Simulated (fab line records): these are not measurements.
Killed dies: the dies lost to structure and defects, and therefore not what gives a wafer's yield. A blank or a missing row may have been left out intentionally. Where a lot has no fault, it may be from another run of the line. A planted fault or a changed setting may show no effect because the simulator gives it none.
fab line records | flow nand_harc | part 2 of 2: steps 25 to 31 of 31
[record] lots = 5 wafers = 15 last_day = 34
route steps=1302 shown A_CONTACT@1063
lots with no fault: from the same line, run without faults
start_h: the number of hours between the record's first day and the start of the first shown wafer of the lot | wait_h: hours since the lot's step before | " repeats the value in the row above | L1.1+2: several wafers, shown together as one row | - either no value or no given start | * or withheld: withheld | < > ~ a bound
route shown NAME@n: a module of which the file shows steps, and the number in the route of the first | usual: average and standard deviation across the fault-free wafers | same: alike in all rows | chamber/n: place in a boat | sites: the reading at each site | _std_site: the values' standard deviation | _edge_site: outer sites' mean less inner sites' | radius_mm: how far each site lies from the wafer's centre | mask NAME#n: copy n | behind: tool/chamber where the wafer was last shaped | hold: reason for holding the lot/hours on hold/outcome of the hold | device: the transistor (n, p or np) that didn't switch | end of line: the same wafers' tests at the end of the route | a step without rows: its recipe alone | killed: not the wafer's yield, but the dies lost to structure and defects at the first sort | map: shows each die of a wafer: x if killed, . if not, _ if none is there
set.NAME: the setting that was run; set.NAME@STEP: the one run at that earlier step | model.NAME: the simulator's own value behind a step, which no gauge read
lots at selected steps of the route; one table per step, one row per wafer
services: from which hour (start_h, from the record's first day; less than 0 if before it) a tool's chamber was out of use, for how many hours, and why
[[steps]]
[step NHARC_A_CONTACT_ETCH_135]
[recipe] source_w = withheld pressure_mtorr = 20 bias_v = 1200 time_s = 311 target_depth_a = 19120 ar_flow_sccm = withheld c4f8_flow_sccm = withheld o2_flow_sccm = withheld chemistry = C4F8/O2/Ar
// columns lot.wafer tool chamber start_h wait_h rf_hours_counter_h
L076.2 har_cap_etch-02 0 528.53 0.2 97
L076.1 " 1 " " 97
L076.6 " 1 " " -
L089.2 har_cap_etch-01 1 687.39 0.2 27
L089.3 " 1 " " -
L089.4 " 0 " " -
L090.2 har_cap_etch-03 0 688.66 0.2 74
L090.4 " 0 " " -
L090.6 " 1 " " -
L093.1 har_cap_etch-01 0 710.32 0.2 33
L093.4 " 0 " " -
L093.3 " 1 " " -
L095.2 har_cap_etch-01 0 735.52 0.2 37
L095.3 " 1 " " -
L095.5 " 1 " " -
[step NHARC_A_CONTACT_ETCH_136]
[recipe] source_w = withheld pressure_mtorr = 20 bias_v = 1200 time_s = 311 target_depth_a = 19120 ar_flow_sccm = withheld c4f8_flow_sccm = withheld o2_flow_sccm = withheld chemistry = C4F8/O2/Ar
// columns lot.wafer tool chamber start_h wait_h rf_hours_counter_h
L076.2 har_cap_etch-02 0 528.81 0.2 97
L076.1 " 1 " " 97
L076.6 " 1 " " -
L089.2 har_cap_etch-01 1 687.66 0.2 27
L089.3 " 1 " " -
L089.4 " 0 " " -
L090.2 har_cap_etch-03 0 689.01 0.3 74
L090.4 " 0 " " -
L090.6 " 1 " " -
L093.1 har_cap_etch-01 0 710.58 0.2 33
L093.4 " 0 " " -
L093.3 " 1 " " -
L095.2 har_cap_etch-01 0 735.80 0.2 38
L095.3 " 1 " " -
L095.5 " 1 " " -
[step NHARC_A_CONTACT_ETCH_137]
[recipe] source_w = withheld pressure_mtorr = 20 bias_v = 1200 time_s = 311 target_depth_a = 19120 ar_flow_sccm = withheld c4f8_flow_sccm = withheld o2_flow_sccm = withheld chemistry = C4F8/O2/Ar
// columns lot.wafer tool chamber start_h wait_h rf_hours_counter_h
L076.2 har_cap_etch-02 0 529.08 0.2 98
L076.1 " 1 " " 98
L076.6 " 1 " " -
L089.2 har_cap_etch-01 1 687.93 0.2 27
L089.3 " 1 " " -
L089.4 " 0 " " -
L090.2 har_cap_etch-03 0 689.37 0.3 75
L090.4 " 0 " " -
L090.6 " 1 " " -
L093.1 har_cap_etch-01 0 710.86 0.2 33
L093.4 " 0 " " -
L093.3 " 1 " " -
L095.2 har_cap_etch-01 0 736.07 0.2 38
L095.3 " 1 " " -
L095.5 " 1 " " -
[step NHARC_A_CONTACT_ETCH_138]
[recipe] source_w = withheld pressure_mtorr = 20 bias_v = 1200 time_s = 311 target_depth_a = 19140 ar_flow_sccm = withheld c4f8_flow_sccm = withheld o2_flow_sccm = withheld chemistry = C4F8/O2/Ar
// columns lot.wafer tool chamber start_h wait_h rf_hours_counter_h
L076.2 har_cap_etch-02 0 529.34 0.2 98
L076.1 " 1 " " 98
L076.6 " 1 " " -
L089.2 har_cap_etch-01 1 688.20 0.2 28
L089.3 " 1 " " -
L089.4 " 0 " " -
L090.2 har_cap_etch-03 0 689.74 0.3 75
L090.4 " 0 " " -
L090.6 " 1 " " -
L093.1 har_cap_etch-01 0 711.13 0.2 33
L093.4 " 0 " " -
L093.3 " 1 " " -
L095.2 har_cap_etch-01 0 736.34 0.2 38
L095.3 " 1 " " -
L095.5 " 1 " " -
[step NHARC_A_CONTACT_ETCH_139]
[recipe] source_w = withheld pressure_mtorr = 20 bias_v = 400 time_s = 195 target_depth_a = 8400 ar_flow_sccm = withheld c4f8_flow_sccm = 11.5 o2_flow_sccm = 7.2 chemistry = C4F8/O2/Ar
// columns lot.wafer tool chamber start_h wait_h rf_hours_counter_h
L076.2 har_cap_etch-02 0 529.61 0.2 98
L076.1 " 1 " " 98
L076.6 " 1 " " -
L089.2 har_cap_etch-01 1 688.47 0.2 28
L089.3 " 1 " " -
L089.4 " 0 " " -
L090.2 har_cap_etch-03 0 690.10 0.3 75
L090.4 " 0 " " -
L090.6 " 1 " " -
L093.1 har_cap_etch-01 0 711.40 0.2 34
L093.4 " 0 " " -
L093.3 " 1 " " -
L095.2 har_cap_etch-01 0 736.61 0.2 38
L095.3 " 1 " " -
L095.5 " 1 " " -
[step NHARC_A_CONTACT_ETCH_92]
[recipe] target_depth_a = 400 over_etch_frac = 0.5 time_s = 85.7 ion_energy_ev = 120 ch3f_flow_sccm = 50 o2_flow_sccm = 30 ar_flow_sccm = 200 rf_w = 500 bias_w = 100 chemistry = CH3F/O2
[usual] drypump_motor_current_A = 5.8/0.4 oes_product_au = 0.94/0.036 rf_vpp_V = 244.7/1.6 showerhead_plenum_p_Torr = 2.48/0.1 throttle_valve_pct = 20.662/0.0084
// columns lot.wafer tool chamber start_h wait_h drypump_motor_current_A oes_product_au rf_hours_counter_h rf_vpp_V showerhead_plenum_p_Torr throttle_valve_pct
L076.2 rie_diel-02 3 530.17 0.5 5.5 0.93 26 244.5 2.57 20.662
L076.1 " 2 " " 5.9 0.93 25 243.4 2.35 20.681
L076.6 " 0 " " 5.5 0.92 - 245.5 2.53 20.655
L089.3 rie_diel-03 1 689.03 0.4 6.2 0.99 15 247.5 2.63 20.650
L089.2 " 3 " " 5.9 1.02 13 244.9 2.55 20.669
L089.4 " 0 " " 6.2 1.03 14 243.3 2.36 20.664
L090.4 rie_diel-02 2 690.77 0.5 5.9 0.99 17 244.2 2.34 20.651
L090.2 " 3 " " 5.6 1.02 15 244.7 2.56 20.690
L090.6 " 1 " " 5.2 1.02 - 244.3 2.44 20.666
L093.1 rie_diel-03 0 711.96 0.5 6.1 0.94 25 243.5 2.36 20.658
L093.4 " 1 " " 6.2 0.91 27 247.3 2.63 20.650
L093.3 " 2 " " 6.0 0.92 24 242.0 2.31 20.669
L095.3 rie_diel-02 1 737.15 0.4 5.2 0.95 25 243.7 2.44 20.659
L095.2 " 2 " " 5.9 0.93 24 242.2 2.34 20.682
L095.5 " 0 " " 5.5 0.93 - 246.1 2.52 20.666
[step NHARC_A_CONTACT_ETCH_98]
[recipe] target_depth_a = 200 over_etch_frac = 0.5 time_s = 10 ion_energy_ev = 250 c4f6_flow_sccm = 25 o2_flow_sccm = 20 ar_flow_sccm = 500 rf_w = 600 bias_w = 500 chemistry = C4F6/O2
[usual] drypump_motor_current_A = 5.8/0.39 oes_product_au = 0.962/0.028 rf_vpp_V = 548/3.3 showerhead_plenum_p_Torr = 3.96/0.16 throttle_valve_pct = 26.903/0.0096
// columns lot.wafer tool chamber start_h wait_h drypump_motor_current_A oes_product_au rf_hours_counter_h rf_vpp_V showerhead_plenum_p_Torr throttle_valve_pct
L076.1 rie_diel-02 2 - - 5.9 0.948 25 544 3.76 26.891
L076.2 " 3 " " 5.5 0.966 26 551 4.09 26.903
L076.6 " 2 " " 5.9 0.937 - 543 3.76 26.912
L089.4 rie_diel-03 0 - - 6.2 1.018 14 545 3.78 26.898
L089.3 " 1 " " 6.2 0.990 15 551 4.18 26.878
L089.2 " 2 " " 6.0 0.997 14 543 3.70 26.899
L090.2 rie_diel-02 3 - - 5.5 1.015 15 551 4.08 26.891
L090.4 " 1 " " 5.2 1.015 17 546 3.90 26.920
L090.6 " 0 " " 5.6 0.981 - 549 4.02 26.903
L093.3 rie_diel-03 1 - - 6.2 0.944 27 553 4.18 26.907
L093.4 " 2 " " 6.0 0.958 24 542 3.70 26.918
L093.1 " 0 " " 6.2 0.977 25 543 3.77 26.892
L095.2 rie_diel-02 1 - - 5.3 0.958 25 547 3.89 26.899
L095.3 " 2 " " 5.9 0.936 24 543 3.74 26.904
L095.5 " 2 " " 5.9 0.927 - 543 3.74 26.900
[[services]]
// columns tool chamber start_h hours kind
litho_track-01 - 505.00 7.0 pm
rie_diel-02 3 505.76 4.4 repair
rie_diel-13 1 511.94 4.5 repair
rie_diel-13 - 519.68 9.0 pm
arfi_scanner-03 - 527.13 0.3 repair
litho_track-06 - 529.00 7.0 pm
arfi_scanner-03 - 531.80 0.4 repair
arfi_scanner-03 - 540.01 4.0 pm
litho_track-04 - 553.00 7.0 pm
rie_diel-03 3 568.58 8.0 repair
rie_diel-02 - 570.79 9.0 pm
rie_diel-13 0 613.37 7.5 repair
rie_diel-03 1 628.30 3.7 repair
rie_diel-13 0 632.18 10.7 repair
har_cap_etch-03 - 633.64 0.5 repair
rie_diel-03 - 637.51 9.0 pm
rie_diel-13 1 639.12 3.0 repair
rie_diel-02 0 646.66 9.8 repair
rie_diel-02 3 671.29 9.8 repair
litho_track-01 - 680.00 7.0 pm
rie_diel-13 - 696.68 9.0 pm
litho_track-06 - 704.00 7.0 pm
litho_track-04 - 728.00 7.0 pm
har_cap_etch-02 - 732.70 2.6 repair
